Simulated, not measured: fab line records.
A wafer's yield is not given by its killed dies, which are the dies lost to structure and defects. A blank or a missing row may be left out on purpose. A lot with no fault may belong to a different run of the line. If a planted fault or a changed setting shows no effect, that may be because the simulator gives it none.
A sampling plan put to the test ; flow nand-harc ; each of the 18 faults these records tell of, on one fab line, judged from the records of the lots it struck
The plan consists of the line's own looks: route steps at which the wafer is read by a gauge or an inspection but not changed. A look can be judged if struck wafers have a number there and the file gives its usual mean and standard deviation on fault-free wafers. Caught: at a look after the fault's first step, the mean of the struck wafers lies 4 or more of those standard deviations (sigma) from the usual mean. On the tool: the test repeated on the tool's own readings taken at the fault's steps. A different recipe on the struck wafers counts as caught too, as does a record blank only for those wafers.

== THE FAULTS, as the simulator had put them in ==
1. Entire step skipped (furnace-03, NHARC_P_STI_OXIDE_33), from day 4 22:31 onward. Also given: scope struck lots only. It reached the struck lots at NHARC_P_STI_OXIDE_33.
2. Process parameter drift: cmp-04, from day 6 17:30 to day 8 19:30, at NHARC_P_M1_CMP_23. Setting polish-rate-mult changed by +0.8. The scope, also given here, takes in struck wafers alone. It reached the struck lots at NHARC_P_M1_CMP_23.
3. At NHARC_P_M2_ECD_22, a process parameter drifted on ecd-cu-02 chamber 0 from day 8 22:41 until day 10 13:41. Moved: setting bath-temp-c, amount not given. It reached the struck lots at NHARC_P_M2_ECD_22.
4. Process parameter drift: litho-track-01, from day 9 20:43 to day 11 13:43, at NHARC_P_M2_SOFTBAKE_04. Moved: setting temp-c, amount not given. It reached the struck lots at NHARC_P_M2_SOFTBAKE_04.
5. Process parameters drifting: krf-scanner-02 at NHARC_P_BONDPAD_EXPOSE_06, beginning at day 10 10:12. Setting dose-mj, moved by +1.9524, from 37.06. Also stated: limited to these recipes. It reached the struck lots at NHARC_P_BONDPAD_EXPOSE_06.
6. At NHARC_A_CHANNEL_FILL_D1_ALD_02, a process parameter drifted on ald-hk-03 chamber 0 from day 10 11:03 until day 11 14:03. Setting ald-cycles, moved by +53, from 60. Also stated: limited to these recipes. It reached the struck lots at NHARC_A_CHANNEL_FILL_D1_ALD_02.
7. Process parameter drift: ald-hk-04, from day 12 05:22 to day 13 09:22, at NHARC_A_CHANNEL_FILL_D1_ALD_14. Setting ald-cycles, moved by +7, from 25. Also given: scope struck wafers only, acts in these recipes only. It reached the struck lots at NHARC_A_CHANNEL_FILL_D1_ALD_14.
8. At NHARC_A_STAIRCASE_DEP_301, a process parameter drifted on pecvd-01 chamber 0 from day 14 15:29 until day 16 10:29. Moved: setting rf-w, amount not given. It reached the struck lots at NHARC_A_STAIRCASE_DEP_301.
9. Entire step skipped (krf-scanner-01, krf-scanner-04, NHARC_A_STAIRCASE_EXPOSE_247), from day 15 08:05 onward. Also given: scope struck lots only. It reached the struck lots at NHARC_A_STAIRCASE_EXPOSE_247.
10. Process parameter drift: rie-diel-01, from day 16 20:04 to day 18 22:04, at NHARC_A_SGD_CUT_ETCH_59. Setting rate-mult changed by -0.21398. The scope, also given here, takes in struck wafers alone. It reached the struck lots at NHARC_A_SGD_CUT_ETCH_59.
11. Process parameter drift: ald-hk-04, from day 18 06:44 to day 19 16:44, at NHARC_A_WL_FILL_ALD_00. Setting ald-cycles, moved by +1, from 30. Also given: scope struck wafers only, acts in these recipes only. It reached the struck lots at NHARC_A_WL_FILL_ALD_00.
12. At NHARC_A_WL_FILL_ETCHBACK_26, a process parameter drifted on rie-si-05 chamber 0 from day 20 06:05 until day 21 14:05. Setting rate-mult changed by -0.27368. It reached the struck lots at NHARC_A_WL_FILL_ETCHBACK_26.
13. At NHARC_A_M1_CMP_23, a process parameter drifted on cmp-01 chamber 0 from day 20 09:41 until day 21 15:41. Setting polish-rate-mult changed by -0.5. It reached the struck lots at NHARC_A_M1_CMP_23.
14. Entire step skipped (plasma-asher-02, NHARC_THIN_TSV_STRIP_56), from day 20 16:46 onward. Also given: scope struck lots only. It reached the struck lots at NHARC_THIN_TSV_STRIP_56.
15. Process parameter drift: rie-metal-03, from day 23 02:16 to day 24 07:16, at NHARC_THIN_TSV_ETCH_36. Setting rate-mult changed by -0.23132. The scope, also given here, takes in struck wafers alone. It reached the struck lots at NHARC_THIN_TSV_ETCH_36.
16. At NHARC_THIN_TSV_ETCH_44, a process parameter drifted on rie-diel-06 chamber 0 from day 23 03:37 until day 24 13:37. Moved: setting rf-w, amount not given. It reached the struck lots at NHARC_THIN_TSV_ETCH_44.
17. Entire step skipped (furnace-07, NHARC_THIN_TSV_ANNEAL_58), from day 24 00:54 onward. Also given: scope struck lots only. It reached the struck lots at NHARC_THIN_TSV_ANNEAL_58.
18. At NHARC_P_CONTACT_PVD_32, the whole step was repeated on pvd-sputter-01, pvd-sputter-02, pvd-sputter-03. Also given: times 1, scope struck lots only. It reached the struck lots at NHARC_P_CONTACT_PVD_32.

== WHAT THE PLAN SAW ==
fault;on the tool itself;first look that catches it;reading, sigma;median hours from its first step to that look;hours from the fault's start to the first struck lot there;judged looks passed uncaught
1;the tool's record is blank for the struck wafers;no look after it can be judged;-;-;-;0
2;time-to-endpoint-s -5.1 sigma;NHARC_P_M1_THK_MEAS_24;thk-nm -4.3;0.3;3;0
3;bath-temp-c +9.7 sigma;none of the 2 looks that can be judged after it;-;-;-;2
4;heater-power-total-W +99 or beyond sigma;not the one look that can be judged after it;-;-;-;1
5;exposure-dose-mJ-cm2 +44 sigma;not the one look that can be judged after it;-;-;-;1
6;under 2 sigma;not the one look that can be judged after it;-;-;-;1
7;under 2 sigma;no look after it can be judged;-;-;-;0
8;rf-fwd-power-W -38 sigma;not the one look that can be judged after it;-;-;-;1
9;no reading that can be judged;no look after it can be judged;-;-;-;0
10;oes-product-au -17 sigma;NHARC_END_SORT_01;killed-dies +13;144.7;175;0
11;under 2 sigma;not the one look that can be judged after it;-;-;-;1
12;oes-product-au -23 sigma;no look after it can be judged;-;-;-;0
13;time-to-endpoint-s +4.3 sigma;NHARC_A_M1_INSPECT_27;raw-defect-count +39;0.5;6;1
14;the tool's record is blank for the struck wafers;no look after it can be judged;-;-;-;0
15;oes-product-au -20 sigma;no look after it can be judged;-;-;-;0
16;rf-fwd-power-W +41 sigma;not the one look that can be judged after it;-;-;-;1
17;the tool's record is blank for the struck wafers;not the one look that can be judged after it;-;-;-;1
18;under 2 sigma;not the one look that can be judged after it;-;-;-;1
A dash: the fault isn't caught, or these records don't give the number.

Caught at a look: 3 of 18. Caught on the tool: 13 of 18. By one or the other: 13 of 18.
Caught on the tool alone: faults 1, 3, 4, 5, 8, 12, 14, 15, 16, 17.
Caught by neither: faults 6, 7, 9, 11, 18.

== THINNER SAMPLING ==
If the look that catches a fault measured only every second or every third lot, by lot number, the first struck lot would be measured this late in the worst case:
fault;struck lots at that look, in order of time;every lot;every second lot;every third lot
2;L742, L747, L748;3 h;33 h;may miss all 3
10;L509, L511;175 h;may miss all 2;may miss all 2
13;L401, L402;6 h;30 h;may miss all 2
Hours are from the fault's start to the first struck lot that is measured. Since the struck wafers were tested as one group against 4 sigma, a single lot by itself may lie under the limit. Other struck lots may not be in these records.

== THE LONGEST TIMED WAY FROM STEP TO LOOK ==
Fault 10: median gap of 144.7 hours between NHARC_A_SGD_CUT_ETCH_59 and NHARC_END_SORT_01. No look between them can be judged.
